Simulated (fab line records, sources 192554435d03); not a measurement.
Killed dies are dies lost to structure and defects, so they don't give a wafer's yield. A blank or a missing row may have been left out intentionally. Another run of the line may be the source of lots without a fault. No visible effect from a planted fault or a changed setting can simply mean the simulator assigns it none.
Chamber matching -- flow n5 finfet -- N5_SDB_ALD_29 on ald sin-01 has 4 sister chambers
The step deposits SiNx, target thk 30 nm, pulse time 1 s, ald cycles 600. 8 wafers are shown with their chamber, then 12 later ones without.

== WAFERS WITH THEIR CHAMBER ==
wafer,chamber,heater power w (W),precursor pulse height rel
L089.1,1,830,0.999
L089.4,3,836,0.987
L091.2,1,830,0.978
L091.4,0,1127,1.017
L091.6,2,769,1.015
L092.2,2,775,0.990
L092.4,3,832,1.006
L092.6,0,1098,0.999

== WAFERS MISSING THEIR CHAMBER ==
wafer,heater power w (W),precursor pulse height rel
L093.2,1096,0.984
L093.3,847,1.029
L093.5,1116,1.000
L094.1,853,1.017
L094.2,847,0.997
L094.3,1086,0.962
L094.4,770,1.002
L094.5,862,1.025
L094.6,776,0.964
L096.2,765,0.978
L096.4,1132,0.989
L096.6,773,0.994

== THE CHAMBER EACH PASSED THROUGH ==
wafer,from the rows above,in truth
L093.2,0,0
L093.3,can't be placed: 3 or 1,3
L093.5,0,0
L094.1,can't be placed: 3 or 1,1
L094.2,can't be placed: 3 or 1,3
L094.3,0,0
L094.4,2,2
L094.5,can't be placed: 3 or 1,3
L094.6,2,2
L096.2,2,2
L096.4,0,0
L096.6,2,2
8 of 12 placed correctly. Cannot be placed on the basis of these rows: 4; the candidates contain the true chamber in 4. 0 placed wrongly.
How it was worked out, from the rows above alone: a wafer's distance from a chamber is the root of the sum, over the readings, of the square of ((its reading less the chamber's mean) divided by the reading's scatter). If the next closest chamber is less than 2 further off than the closest, the wafer can't be placed; otherwise it belongs to the closest. The mean given for a chamber averages the wafers shown for that chamber. The scatter: take each reading less its chamber's mean, square it, sum over the shown wafers, divide by the number of wafers less the number of chambers, and take the root.
